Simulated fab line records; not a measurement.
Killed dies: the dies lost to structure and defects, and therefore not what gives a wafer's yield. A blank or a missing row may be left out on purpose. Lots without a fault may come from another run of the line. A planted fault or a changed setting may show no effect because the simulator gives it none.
fab line records || flow nand_harc || part 2 of 2: steps 24 to 31 of 31
record {"lots": 5, "wafers": 15, "last_day": 29}
route steps=1302 shown A_SGD_CUT@896 A_SLIT@922
lots with no fault: from the same line, run without faults
start_h: start of the lot's first displayed wafer, in hours after the record's first day || wait_h: time in hours since the lot's previous step || " same as the row above || L1.1+2: several wafers, shown together as one row || - no value, or no start given || * or withheld: withheld || < > ~ a bound
route shown NAME@n: a module of which the file shows steps, and the number in the route of the first || usual: mean and standard deviation over wafers with no fault || same: alike in all rows || chamber/n: place in a boat || sites: readings site by site || _std_site: standard deviation of those values || _edge_site: inner sites' mean taken away from outer sites' mean || radius_mm: for every site, how far away it sits from the centre of the wafer || mask NAME#n: copy n || behind: the tool/chamber that last shaped the wafer || hold: what put the lot on hold/how long, in hours/how the hold closed || device: transistor that didn't switch, given as n, p or np || end of line: tests run on the same wafers once the route is complete || a step without rows: its recipe alone || killed: the dies lost at the first sort to structure and to defects; this is not the yield of the wafer || map: a wafer's dies, marking killed ones x, the rest . and places with no die _
set.NAME: the run value of the setting; set.NAME@STEP: its run value at that earlier step || model.NAME: the simulator's own value behind a step, which no gauge read
certain route steps with their lots: each step a table, each wafer a row
services: from which hour (start_h, from the record's first day; less than 0 if before it) a tool's chamber was out of use, for how many hours, and why
## steps
# step NHARC_A_SGD_CUT_ETCHBACK_24
# recipe {"target_depth_a": 500, "over_etch_frac": 0.3, "time_s": 92.857, "ion_energy_ev": 120, "ch3f_flow_sccm": 50, "o2_flow_sccm": 30, "ar_flow_sccm": 200, "rf_w": 500, "bias_w": 100, "chemistry": "CH3F/O2"}
# usual {"drypump_motor_current_A": "5.7/0.33", "oes_product_au": "0.97/0.035", "rf_vpp_V": "243.8/1.9", "showerhead_plenum_p_Torr": "2.43/0.12", "throttle_valve_pct": "20.664/0.0079"}
{"lot.wafer": "L075.3", "tool": "rie_diel-03", "chamber": 0, "start_h": 446.12, "wait_h": 0.2, "drypump_motor_current_A": 5.3, "oes_product_au": 0.97, "rf_hours_counter_h": 8, "rf_vpp_V": 245.7, "showerhead_plenum_p_Torr": 2.57, "throttle_valve_pct": 20.660}
{"lot.wafer": "L075.4", "tool": "rie_diel-03", "chamber": 1, "start_h": 446.12, "wait_h": 0.2, "drypump_motor_current_A": 5.5, "oes_product_au": 0.96, "rf_hours_counter_h": 8, "rf_vpp_V": 241.9, "showerhead_plenum_p_Torr": 2.41, "throttle_valve_pct": 20.649}
{"lot.wafer": "L075.6", "tool": "rie_diel-03", "chamber": 0, "start_h": 446.12, "wait_h": 0.2, "drypump_motor_current_A": 5.4, "oes_product_au": 0.96, "rf_hours_counter_h": "-", "rf_vpp_V": 246.4, "showerhead_plenum_p_Torr": 2.57, "throttle_valve_pct": 20.675}
{"lot.wafer": "L074.3", "tool": "rie_diel-07", "chamber": 3, "start_h": 456.96, "wait_h": 0.2, "drypump_motor_current_A": 5.4, "oes_product_au": 0.99, "rf_hours_counter_h": 14, "rf_vpp_V": 244.6, "showerhead_plenum_p_Torr": 2.46, "throttle_valve_pct": 20.660}
{"lot.wafer": "L074.2", "tool": "rie_diel-07", "chamber": 2, "start_h": 456.96, "wait_h": 0.2, "drypump_motor_current_A": 6.3, "oes_product_au": 0.99, "rf_hours_counter_h": 12, "rf_vpp_V": 243.1, "showerhead_plenum_p_Torr": 2.36, "throttle_valve_pct": 20.658}
{"lot.wafer": "L074.5", "tool": "rie_diel-07", "chamber": 3, "start_h": 456.96, "wait_h": 0.2, "drypump_motor_current_A": 5.4, "oes_product_au": 0.99, "rf_hours_counter_h": "-", "rf_vpp_V": 243.1, "showerhead_plenum_p_Torr": 2.46, "throttle_valve_pct": 20.654}
{"lot.wafer": "L082.2", "tool": "rie_diel-07", "chamber": 3, "start_h": 524.99, "wait_h": 0.2, "drypump_motor_current_A": 5.4, "oes_product_au": 0.90, "rf_hours_counter_h": 4, "rf_vpp_V": 244.2, "showerhead_plenum_p_Torr": 2.46, "throttle_valve_pct": 20.682}
{"lot.wafer": "L082.1", "tool": "rie_diel-07", "chamber": 0, "start_h": 524.99, "wait_h": 0.2, "drypump_motor_current_A": 5.6, "oes_product_au": 0.91, "rf_hours_counter_h": 4, "rf_vpp_V": 242.7, "showerhead_plenum_p_Torr": 2.30, "throttle_valve_pct": 20.659}
{"lot.wafer": "L082.4", "tool": "rie_diel-07", "chamber": 1, "start_h": 524.99, "wait_h": 0.2, "drypump_motor_current_A": 5.6, "oes_product_au": 0.93, "rf_hours_counter_h": 4, "rf_vpp_V": 242.5, "showerhead_plenum_p_Torr": 2.27, "throttle_valve_pct": 20.659}
{"lot.wafer": "L084.4", "tool": "rie_diel-03", "chamber": 2, "start_h": 548.69, "wait_h": 0.1, "drypump_motor_current_A": 6.2, "oes_product_au": 0.92, "rf_hours_counter_h": 6, "rf_vpp_V": 244.2, "showerhead_plenum_p_Torr": 2.46, "throttle_valve_pct": 20.660}
{"lot.wafer": "L084.2", "tool": "rie_diel-03", "chamber": 3, "start_h": 548.69, "wait_h": 0.1, "drypump_motor_current_A": 5.8, "oes_product_au": 0.91, "rf_hours_counter_h": 6, "rf_vpp_V": 246.9, "showerhead_plenum_p_Torr": 2.64, "throttle_valve_pct": 20.661}
{"lot.wafer": "L084.6", "tool": "rie_diel-03", "chamber": 3, "start_h": 548.69, "wait_h": 0.1, "drypump_motor_current_A": 5.8, "oes_product_au": 0.91, "rf_hours_counter_h": "-", "rf_vpp_V": 246.3, "showerhead_plenum_p_Torr": 2.64, "throttle_valve_pct": 20.662}
{"lot.wafer": "L088.2", "tool": "rie_diel-01", "chamber": 1, "start_h": 580.27, "wait_h": 0.1, "drypump_motor_current_A": 5.8, "oes_product_au": 1.00, "rf_hours_counter_h": 1, "rf_vpp_V": 247.4, "showerhead_plenum_p_Torr": 2.61, "throttle_valve_pct": 20.665}
{"lot.wafer": "L088.1", "tool": "rie_diel-01", "chamber": 0, "start_h": 580.27, "wait_h": 0.1, "drypump_motor_current_A": 5.2, "oes_product_au": 1.01, "rf_hours_counter_h": 0, "rf_vpp_V": 242.6, "showerhead_plenum_p_Torr": 2.42, "throttle_valve_pct": 20.667}
{"lot.wafer": "L088.5", "tool": "rie_diel-01", "chamber": 1, "start_h": 580.27, "wait_h": 0.1, "drypump_motor_current_A": 5.8, "oes_product_au": 0.99, "rf_hours_counter_h": "-", "rf_vpp_V": 247.1, "showerhead_plenum_p_Torr": 2.61, "throttle_valve_pct": 20.660}
# step NHARC_A_SGD_CUT_STRIP_28
# recipe {"time_s": 20, "o2_flow_sccm": 500, "ar_flow_sccm": 0, "bias_w": 0, "chemistry": "O2"}
# usual {"drypump_motor_current_A": "5.7/0.33", "oes_product_au": "0.997/0.013", "rf_vpp_V": "57.6/0.9", "showerhead_plenum_p_Torr": "3.49/0.15", "throttle_valve_pct": "17.037/0.0085"}
{"lot.wafer": "L075.4", "tool": "rie_diel-03", "chamber": 1, "start_h": "-", "wait_h": "-", "drypump_motor_current_A": 5.5, "oes_product_au": 0.992, "rf_hours_counter_h": 8, "rf_vpp_V": 57.1, "showerhead_plenum_p_Torr": 3.46, "throttle_valve_pct": 17.036}
{"lot.wafer": "L075.3", "tool": "rie_diel-03", "chamber": 2, "start_h": "-", "wait_h": "-", "drypump_motor_current_A": 6.2, "oes_product_au": 0.981, "rf_hours_counter_h": 7, "rf_vpp_V": 57.7, "showerhead_plenum_p_Torr": 3.53, "throttle_valve_pct": 17.038}
{"lot.wafer": "L075.6", "tool": "rie_diel-03", "chamber": 0, "start_h": "-", "wait_h": "-", "drypump_motor_current_A": 5.4, "oes_product_au": 1.001, "rf_hours_counter_h": "-", "rf_vpp_V": 57.9, "showerhead_plenum_p_Torr": 3.68, "throttle_valve_pct": 17.042}
{"lot.wafer": "L074.3", "tool": "rie_diel-07", "chamber": 2, "start_h": "-", "wait_h": "-", "drypump_motor_current_A": 6.3, "oes_product_au": 0.981, "rf_hours_counter_h": 12, "rf_vpp_V": 56.5, "showerhead_plenum_p_Torr": 3.39, "throttle_valve_pct": 17.042}
{"lot.wafer": "L074.2", "tool": "rie_diel-07", "chamber": 0, "start_h": "-", "wait_h": "-", "drypump_motor_current_A": 5.7, "oes_product_au": 0.983, "rf_hours_counter_h": 14, "rf_vpp_V": 56.6, "showerhead_plenum_p_Torr": 3.31, "throttle_valve_pct": 17.033}
{"lot.wafer": "L074.5", "tool": "rie_diel-07", "chamber": 3, "start_h": "-", "wait_h": "-", "drypump_motor_current_A": 5.4, "oes_product_au": 0.977, "rf_hours_counter_h": "-", "rf_vpp_V": 57.1, "showerhead_plenum_p_Torr": 3.53, "throttle_valve_pct": 17.039}
{"lot.wafer": "L082.4", "tool": "rie_diel-07", "chamber": 2, "start_h": "-", "wait_h": "-", "drypump_motor_current_A": 6.3, "oes_product_au": 0.992, "rf_hours_counter_h": 4, "rf_vpp_V": 57.1, "showerhead_plenum_p_Torr": 3.39, "throttle_valve_pct": 17.039}
{"lot.wafer": "L082.1", "tool": "rie_diel-07", "chamber": 3, "start_h": "-", "wait_h": "-", "drypump_motor_current_A": 5.4, "oes_product_au": 0.988, "rf_hours_counter_h": 4, "rf_vpp_V": 58.1, "showerhead_plenum_p_Torr": 3.53, "throttle_valve_pct": 17.036}
{"lot.wafer": "L082.2", "tool": "rie_diel-07", "chamber": 0, "start_h": "-", "wait_h": "-", "drypump_motor_current_A": 5.7, "oes_product_au": 0.996, "rf_hours_counter_h": 4, "rf_vpp_V": 57.0, "showerhead_plenum_p_Torr": 3.31, "throttle_valve_pct": 17.035}
{"lot.wafer": "L084.2", "tool": "rie_diel-03", "chamber": 3, "start_h": "-", "wait_h": "-", "drypump_motor_current_A": 5.8, "oes_product_au": 0.970, "rf_hours_counter_h": 6, "rf_vpp_V": 59.2, "showerhead_plenum_p_Torr": 3.78, "throttle_valve_pct": 17.041}
{"lot.wafer": "L084.4", "tool": "rie_diel-03", "chamber": 2, "start_h": "-", "wait_h": "-", "drypump_motor_current_A": 6.3, "oes_product_au": 1.002, "rf_hours_counter_h": 6, "rf_vpp_V": 57.5, "showerhead_plenum_p_Torr": 3.53, "throttle_valve_pct": 17.037}
{"lot.wafer": "L084.6", "tool": "rie_diel-03", "chamber": 0, "start_h": "-", "wait_h": "-", "drypump_motor_current_A": 5.4, "oes_product_au": 1.018, "rf_hours_counter_h": "-", "rf_vpp_V": 58.0, "showerhead_plenum_p_Torr": 3.68, "throttle_valve_pct": 17.036}
{"lot.wafer": "L088.2", "tool": "rie_diel-01", "chamber": 0, "start_h": "-", "wait_h": "-", "drypump_motor_current_A": 5.2, "oes_product_au": 1.017, "rf_hours_counter_h": 0, "rf_vpp_V": 57.3, "showerhead_plenum_p_Torr": 3.47, "throttle_valve_pct": 17.034}
{"lot.wafer": "L088.1", "tool": "rie_diel-01", "chamber": 1, "start_h": "-", "wait_h": "-", "drypump_motor_current_A": 5.8, "oes_product_au": 0.998, "rf_hours_counter_h": 1, "rf_vpp_V": 58.5, "showerhead_plenum_p_Torr": 3.74, "throttle_valve_pct": 17.033}
{"lot.wafer": "L088.5", "tool": "rie_diel-01", "chamber": 2, "start_h": "-", "wait_h": "-", "drypump_motor_current_A": 5.7, "oes_product_au": 1.005, "rf_hours_counter_h": "-", "rf_vpp_V": 58.8, "showerhead_plenum_p_Torr": 3.54, "throttle_valve_pct": 17.018}
# step NHARC_A_SGD_CUT_INSPECT_25
# usual {"raw_defect_count": "363/110"}
{"lot.wafer": "L075.3", "tool": "defect_inspect-02", "chamber": "-", "start_h": 446.35, "wait_h": "-", "raw_defect_count": 291}
{"lot.wafer": "L075.4", "tool": "defect_inspect-02", "chamber": "-", "start_h": 446.35, "wait_h": "-", "raw_defect_count": 278}
{"lot.wafer": "L075.6", "tool": "defect_inspect-02", "chamber": "-", "start_h": 446.35, "wait_h": "-", "raw_defect_count": 355}
{"lot.wafer": "L074.2", "tool": "defect_inspect-01", "chamber": "-", "start_h": 457.20, "wait_h": "-", "raw_defect_count": 266}
{"lot.wafer": "L074.3", "tool": "defect_inspect-01", "chamber": "-", "start_h": 457.20, "wait_h": "-", "raw_defect_count": 266}
{"lot.wafer": "L074.5", "tool": "defect_inspect-01", "chamber": "-", "start_h": 457.20, "wait_h": "-", "raw_defect_count": 274}
{"lot.wafer": "L082.1", "tool": "defect_inspect-01", "chamber": "-", "start_h": 525.22, "wait_h": "-", "raw_defect_count": 442}
{"lot.wafer": "L082.2", "tool": "defect_inspect-01", "chamber": "-", "start_h": 525.22, "wait_h": "-", "raw_defect_count": 277}
{"lot.wafer": "L082.4", "tool": "defect_inspect-01", "chamber": "-", "start_h": 525.22, "wait_h": "-", "raw_defect_count": 297}
{"lot.wafer": "L084.2", "tool": "defect_inspect-02", "chamber": "-", "start_h": 548.94, "wait_h": "-", "raw_defect_count": 297}
{"lot.wafer": "L084.4", "tool": "defect_inspect-02", "chamber": "-", "start_h": 548.94, "wait_h": "-", "raw_defect_count": 314}
{"lot.wafer": "L084.6", "tool": "defect_inspect-02", "chamber": "-", "start_h": 548.94, "wait_h": "-", "raw_defect_count": 293}
{"lot.wafer": "L088.1", "tool": "defect_inspect-01", "chamber": "-", "start_h": 580.51, "wait_h": "-", "raw_defect_count": 348}
{"lot.wafer": "L088.2", "tool": "defect_inspect-01", "chamber": "-", "start_h": 580.51, "wait_h": "-", "raw_defect_count": 249}
{"lot.wafer": "L088.5", "tool": "defect_inspect-01", "chamber": "-", "start_h": 580.51, "wait_h": "-", "raw_defect_count": 238}
# step NHARC_A_SLIT_DEP_25
# recipe {"target_thk_a": 2000, "temp_c": 400, "pressure_torr": 6.5, "rf_w": 900, "teos_flow_sccm": 161.4, "flow_sccm": 2650, "target_thk_nm": 200, "gas": "O2", "material": "SiO2"}
# usual {"heater_power_w": "560/88", "throttle_valve_pct": "15.9/0.48"}
{"lot.wafer": "L075.3", "tool": "pecvd-04", "chamber": 1, "start_h": 446.49, "wait_h": 0.1, "heater_power_w": 391, "since_wet_clean_h": 164, "throttle_valve_pct": 16.6}
{"lot.wafer": "L075.4", "tool": "pecvd-04", "chamber": 0, "start_h": 446.49, "wait_h": 0.1, "heater_power_w": 674, "since_wet_clean_h": "-", "throttle_valve_pct": 16.2}
{"lot.wafer": "L075.6", "tool": "pecvd-04", "chamber": 1, "start_h": 446.49, "wait_h": 0.1, "heater_power_w": 410, "since_wet_clean_h": "-", "throttle_valve_pct": 16.7}
{"lot.wafer": "L074.2", "tool": "pecvd-03", "chamber": 1, "start_h": 457.27, "wait_h": 0.1, "heater_power_w": 523, "since_wet_clean_h": 78, "throttle_valve_pct": 15.7}
{"lot.wafer": "L074.3", "tool": "pecvd-03", "chamber": 0, "start_h": 457.27, "wait_h": 0.1, "heater_power_w": 479, "since_wet_clean_h": 78, "throttle_valve_pct": 15.1}
{"lot.wafer": "L074.5", "tool": "pecvd-03", "chamber": 1, "start_h": 457.27, "wait_h": 0.1, "heater_power_w": 558, "since_wet_clean_h": "-", "throttle_valve_pct": 15.3}
{"lot.wafer": "L082.1", "tool": "pecvd-02", "chamber": 0, "start_h": 525.39, "wait_h": 0.2, "heater_power_w": 620, "since_wet_clean_h": 104, "throttle_valve_pct": 16.3}
{"lot.wafer": "L082.2", "tool": "pecvd-02", "chamber": 1, "start_h": 525.39, "wait_h": 0.2, "heater_power_w": 580, "since_wet_clean_h": 104, "throttle_valve_pct": 15.4}
{"lot.wafer": "L082.4", "tool": "pecvd-02", "chamber": 2, "start_h": 525.39, "wait_h": 0.2, "heater_power_w": 439, "since_wet_clean_h": "-", "throttle_valve_pct": 15.5}
{"lot.wafer": "L084.2", "tool": "pecvd-04", "chamber": 2, "start_h": 549.10, "wait_h": 0.2, "heater_power_w": 688, "since_wet_clean_h": 86, "throttle_valve_pct": 16.5}
{"lot.wafer": "L084.6", "tool": "pecvd-04", "chamber": 2, "start_h": 549.10, "wait_h": 0.2, "heater_power_w": 679, "since_wet_clean_h": "-", "throttle_valve_pct": 16.2}
{"lot.wafer": "L084.4", "tool": "pecvd-04", "chamber": 0, "start_h": 549.10, "wait_h": 0.2, "heater_power_w": 728, "since_wet_clean_h": "-", "throttle_valve_pct": 15.9}
{"lot.wafer": "L088.2", "tool": "pecvd-04", "chamber": 0, "start_h": 580.58, "wait_h": 0.1, "heater_power_w": 719, "since_wet_clean_h": 117, "throttle_valve_pct": 15.9}
{"lot.wafer": "L088.1", "tool": "pecvd-04", "chamber": 2, "start_h": 580.58, "wait_h": 0.1, "heater_power_w": 542, "since_wet_clean_h": 117, "throttle_valve_pct": 16.3}
{"lot.wafer": "L088.5", "tool": "pecvd-04", "chamber": 0, "start_h": 580.58, "wait_h": 0.1, "heater_power_w": 551, "since_wet_clean_h": "-", "throttle_valve_pct": 15.9}
# step NHARC_A_SLIT_DEP_00
# recipe {"target_thk_a": 62000, "temp_c": 400, "material": "aC"}
# usual {"throttle_valve_pct": "34.999/0.0095"}
{"lot.wafer": "L075.3", "tool": "acl_dep-01", "chamber": 0, "start_h": 448.02, "wait_h": "-", "throttle_valve_pct": 34.993}
{"lot.wafer": "L075.4", "tool": "acl_dep-01", "chamber": 0, "start_h": 448.02, "wait_h": "-", "throttle_valve_pct": 35.006}
{"lot.wafer": "L075.6", "tool": "acl_dep-01", "chamber": 0, "start_h": 449.92, "wait_h": "-", "throttle_valve_pct": 34.983}
{"lot.wafer": "L074.2", "tool": "acl_dep-03", "chamber": 0, "start_h": 458.23, "wait_h": "-", "throttle_valve_pct": 35.008}
{"lot.wafer": "L074.3", "tool": "acl_dep-03", "chamber": 0, "start_h": 458.23, "wait_h": "-", "throttle_valve_pct": 35.000}
{"lot.wafer": "L074.5", "tool": "acl_dep-03", "chamber": 0, "start_h": 460.09, "wait_h": "-", "throttle_valve_pct": 35.000}
{"lot.wafer": "L082.1", "tool": "acl_dep-01", "chamber": 0, "start_h": 525.73, "wait_h": "-", "throttle_valve_pct": 34.997}
{"lot.wafer": "L082.2", "tool": "acl_dep-01", "chamber": 0, "start_h": 525.73, "wait_h": "-", "throttle_valve_pct": 34.994}
{"lot.wafer": "L082.4", "tool": "acl_dep-01", "chamber": 0, "start_h": 527.62, "wait_h": "-", "throttle_valve_pct": 34.994}
{"lot.wafer": "L084.2", "tool": "acl_dep-02", "chamber": 0, "start_h": 550.06, "wait_h": "-", "throttle_valve_pct": 35.004}
{"lot.wafer": "L084.4", "tool": "acl_dep-02", "chamber": 0, "start_h": 551.32, "wait_h": "-", "throttle_valve_pct": 35.001}
{"lot.wafer": "L084.6", "tool": "acl_dep-02", "chamber": 0, "start_h": 552.58, "wait_h": "-", "throttle_valve_pct": 34.997}
{"lot.wafer": "L088.1", "tool": "acl_dep-03", "chamber": 0, "start_h": 580.91, "wait_h": "-", "throttle_valve_pct": 34.986}
{"lot.wafer": "L088.2", "tool": "acl_dep-03", "chamber": 0, "start_h": 580.91, "wait_h": "-", "throttle_valve_pct": 34.991}
{"lot.wafer": "L088.5", "tool": "acl_dep-03", "chamber": 0, "start_h": 583.39, "wait_h": "-", "throttle_valve_pct": 35.016}
# step NHARC_A_SLIT_DEP_23
# recipe {"target_thk_a": 1000, "target_thk_nm": 100, "temp_c": 400, "pressure_torr": 3.5, "flow_sccm": 200, "rf_w": 350, "material": "SiON"}
# usual {"heater_power_w": "747/98"}
{"lot.wafer": "L075.3", "tool": "pecvd-03", "chamber": 0, "start_h": 450.74, "wait_h": 2.1, "heater_power_w": 622, "since_wet_clean_h": 72}
{"lot.wafer": "L075.6", "tool": "pecvd-03", "chamber": 1, "start_h": 450.74, "wait_h": 2.1, "heater_power_w": 744, "since_wet_clean_h": "-"}
{"lot.wafer": "L075.4", "tool": "pecvd-03", "chamber": 0, "start_h": 450.74, "wait_h": 2.1, "heater_power_w": 646, "since_wet_clean_h": "-"}
{"lot.wafer": "L074.3", "tool": "pecvd-02", "chamber": 2, "start_h": 461.36, "wait_h": 1.9, "heater_power_w": 540, "since_wet_clean_h": 40}
{"lot.wafer": "L074.2", "tool": "pecvd-02", "chamber": 0, "start_h": 461.36, "wait_h": 1.9, "heater_power_w": 710, "since_wet_clean_h": 40}
{"lot.wafer": "L074.5", "tool": "pecvd-02", "chamber": 1, "start_h": 461.36, "wait_h": 1.9, "heater_power_w": 775, "since_wet_clean_h": "-"}
{"lot.wafer": "L082.2", "tool": "pecvd-04", "chamber": 2, "start_h": 529.54, "wait_h": 2.5, "heater_power_w": 843, "since_wet_clean_h": 66}
{"lot.wafer": "L082.1", "tool": "pecvd-04", "chamber": 1, "start_h": 529.54, "wait_h": 2.5, "heater_power_w": 646, "since_wet_clean_h": 66}
{"lot.wafer": "L082.4", "tool": "pecvd-04", "chamber": 0, "start_h": 529.54, "wait_h": 2.5, "heater_power_w": 908, "since_wet_clean_h": "-"}
{"lot.wafer": "L084.2", "tool": "pecvd-02", "chamber": 2, "start_h": 553.49, "wait_h": 2.8, "heater_power_w": 579, "since_wet_clean_h": 132}
{"lot.wafer": "L084.4", "tool": "pecvd-02", "chamber": 2, "start_h": 553.49, "wait_h": 2.8, "heater_power_w": 583, "since_wet_clean_h": "-"}
{"lot.wafer": "L084.6", "tool": "pecvd-02", "chamber": 0, "start_h": 553.49, "wait_h": 2.8, "heater_power_w": 826, "since_wet_clean_h": "-"}
{"lot.wafer": "L088.2", "tool": "pecvd-02", "chamber": 2, "start_h": 584.65, "wait_h": 2.5, "heater_power_w": 605, "since_wet_clean_h": 164}
{"lot.wafer": "L088.1", "tool": "pecvd-02", "chamber": 0, "start_h": 584.65, "wait_h": 2.5, "heater_power_w": 820, "since_wet_clean_h": 164}
{"lot.wafer": "L088.5", "tool": "pecvd-02", "chamber": 0, "start_h": 584.65, "wait_h": 2.5, "heater_power_w": 815, "since_wet_clean_h": "-"}
# step NHARC_A_SLIT_DEHYDRATE_01
# recipe {"temp_c": 150, "time_s": 120}
# usual {"chill_plate_temp_C": "23.01/0.11"}
{"lot.wafer": "L075.3", "tool": "litho_track-04", "chamber": 0, "start_h": 450.95, "wait_h": 0.2, "chill_plate_temp_C": 22.83}
{"lot.wafer": "L075.4", "tool": "litho_track-04", "chamber": 0, "start_h": 450.95, "wait_h": 0.2, "chill_plate_temp_C": 22.84}
{"lot.wafer": "L075.6", "tool": "litho_track-04", "chamber": 0, "start_h": 450.95, "wait_h": 0.2, "chill_plate_temp_C": 22.90}
{"lot.wafer": "L074.2", "tool": "litho_track-01", "chamber": 0, "start_h": 461.63, "wait_h": 0.2, "chill_plate_temp_C": 23.24}
{"lot.wafer": "L074.3", "tool": "litho_track-01", "chamber": 0, "start_h": 461.63, "wait_h": 0.2, "chill_plate_temp_C": 23.17}
{"lot.wafer": "L074.5", "tool": "litho_track-01", "chamber": 0, "start_h": 461.63, "wait_h": 0.2, "chill_plate_temp_C": 23.03}
{"lot.wafer": "L082.1", "tool": "litho_track-01", "chamber": 0, "start_h": 529.81, "wait_h": 0.2, "chill_plate_temp_C": 22.88}
{"lot.wafer": "L082.2", "tool": "litho_track-01", "chamber": 0, "start_h": 529.81, "wait_h": 0.2, "chill_plate_temp_C": 22.95}
{"lot.wafer": "L082.4", "tool": "litho_track-01", "chamber": 0, "start_h": 529.81, "wait_h": 0.2, "chill_plate_temp_C": 23.03}
{"lot.wafer": "L084.2", "tool": "litho_track-06", "chamber": 0, "start_h": 553.73, "wait_h": 0.2, "chill_plate_temp_C": 23.14}
{"lot.wafer": "L084.4", "tool": "litho_track-06", "chamber": 0, "start_h": 553.73, "wait_h": 0.2, "chill_plate_temp_C": 22.85}
{"lot.wafer": "L084.6", "tool": "litho_track-06", "chamber": 0, "start_h": 553.73, "wait_h": 0.2, "chill_plate_temp_C": 22.97}
{"lot.wafer": "L088.1", "tool": "litho_track-04", "chamber": 0, "start_h": 584.92, "wait_h": 0.2, "chill_plate_temp_C": 23.07}
{"lot.wafer": "L088.2", "tool": "litho_track-04", "chamber": 0, "start_h": 584.92, "wait_h": 0.2, "chill_plate_temp_C": 23.06}
{"lot.wafer": "L088.5", "tool": "litho_track-04", "chamber": 0, "start_h": 584.92, "wait_h": 0.2, "chill_plate_temp_C": 22.92}
# step NHARC_A_SLIT_HMDS_02
# recipe {"time_s": 30}
# usual {"chill_plate_temp_C": "23.01/0.11"}
{"lot.wafer": "L075.3", "tool": "litho_track-04", "chamber": 0, "start_h": "-", "wait_h": "-", "chill_plate_temp_C": 22.94}
{"lot.wafer": "L075.4", "tool": "litho_track-04", "chamber": 0, "start_h": "-", "wait_h": "-", "chill_plate_temp_C": 22.88}
{"lot.wafer": "L075.6", "tool": "litho_track-04", "chamber": 0, "start_h": "-", "wait_h": "-", "chill_plate_temp_C": 23.07}
{"lot.wafer": "L074.2", "tool": "litho_track-01", "chamber": 0, "start_h": "-", "wait_h": "-", "chill_plate_temp_C": 22.99}
{"lot.wafer": "L074.3", "tool": "litho_track-01", "chamber": 0, "start_h": "-", "wait_h": "-", "chill_plate_temp_C": 22.90}
{"lot.wafer": "L074.5", "tool": "litho_track-01", "chamber": 0, "start_h": "-", "wait_h": "-", "chill_plate_temp_C": 22.72}
{"lot.wafer": "L082.1", "tool": "litho_track-01", "chamber": 0, "start_h": "-", "wait_h": "-", "chill_plate_temp_C": 23.12}
{"lot.wafer": "L082.2", "tool": "litho_track-01", "chamber": 0, "start_h": "-", "wait_h": "-", "chill_plate_temp_C": 22.91}
{"lot.wafer": "L082.4", "tool": "litho_track-01", "chamber": 0, "start_h": "-", "wait_h": "-", "chill_plate_temp_C": 23.14}
{"lot.wafer": "L084.2", "tool": "litho_track-06", "chamber": 0, "start_h": "-", "wait_h": "-", "chill_plate_temp_C": 22.83}
{"lot.wafer": "L084.4", "tool": "litho_track-06", "chamber": 0, "start_h": "-", "wait_h": "-", "chill_plate_temp_C": 22.92}
{"lot.wafer": "L084.6", "tool": "litho_track-06", "chamber": 0, "start_h": "-", "wait_h": "-", "chill_plate_temp_C": 22.72}
{"lot.wafer": "L088.1", "tool": "litho_track-04", "chamber": 0, "start_h": "-", "wait_h": "-", "chill_plate_temp_C": 23.05}
{"lot.wafer": "L088.2", "tool": "litho_track-04", "chamber": 0, "start_h": "-", "wait_h": "-", "chill_plate_temp_C": 23.15}
{"lot.wafer": "L088.5", "tool": "litho_track-04", "chamber": 0, "start_h": "-", "wait_h": "-", "chill_plate_temp_C": 23.09}
## services
{"tool": "arfi_scanner-03", "chamber": "-", "start_h": 440.17, "hours": 2.2, "kind": "repair"}
{"tool": "fcvd-01", "chamber": "-", "start_h": 446.11, "hours": 0.4, "kind": "repair"}
{"tool": "wet_bench-01", "chamber": "-", "start_h": 447.93, "hours": 1.7, "kind": "repair"}
{"tool": "pecvd-04", "chamber": "-", "start_h": 450.41, "hours": 13.0, "kind": "pm"}
{"tool": "wet_bench-01", "chamber": "-", "start_h": 453.60, "hours": 8.0, "kind": "pm"}
{"tool": "rie_diel-03", "chamber": "-", "start_h": 458.30, "hours": 9.0, "kind": "pm"}
{"tool": "arfi_scanner-03", "chamber": "-", "start_h": 464.34, "hours": 3.2, "kind": "repair"}
{"tool": "rie_diel-07", "chamber": "-", "start_h": 471.20, "hours": 9.0, "kind": "pm"}
{"tool": "rie_diel-07", "chamber": 0, "start_h": 480.43, "hours": 11.6, "kind": "repair"}
{"tool": "fcvd-01", "chamber": "-", "start_h": 483.15, "hours": 0.6, "kind": "repair"}
{"tool": "cmp-04", "chamber": "-", "start_h": 501.52, "hours": 1.3, "kind": "repair"}
{"tool": "cmp-04", "chamber": "-", "start_h": 503.00, "hours": 4.0, "kind": "pm"}
{"tool": "litho_track-01", "chamber": "-", "start_h": 505.00, "hours": 7.0, "kind": "pm"}
{"tool": "pecvd-04", "chamber": 0, "start_h": 506.88, "hours": 3.0, "kind": "repair"}
{"tool": "rie_diel-01", "chamber": 1, "start_h": 521.36, "hours": 36.9, "kind": "repair"}
{"tool": "wet_bench-09", "chamber": "-", "start_h": 528.83, "hours": 8.0, "kind": "pm"}
{"tool": "litho_track-06", "chamber": "-", "start_h": 529.00, "hours": 7.0, "kind": "pm"}
{"tool": "arfi_scanner-03", "chamber": "-", "start_h": 540.02, "hours": 4.0, "kind": "pm"}
{"tool": "wet_bench-09", "chamber": "-", "start_h": 542.58, "hours": 2.9, "kind": "repair"}
{"tool": "rie_diel-07", "chamber": 1, "start_h": 545.73, "hours": 19.5, "kind": "repair"}
{"tool": "litho_track-04", "chamber": "-", "start_h": 553.00, "hours": 7.0, "kind": "pm"}
{"tool": "rie_diel-01", "chamber": "-", "start_h": 557.80, "hours": 9.0, "kind": "pm"}
{"tool": "wet_bench-03", "chamber": "-", "start_h": 562.40, "hours": 8.0, "kind": "pm"}
{"tool": "rie_diel-01", "chamber": "-", "start_h": 570.54, "hours": 0.2, "kind": "repair"}
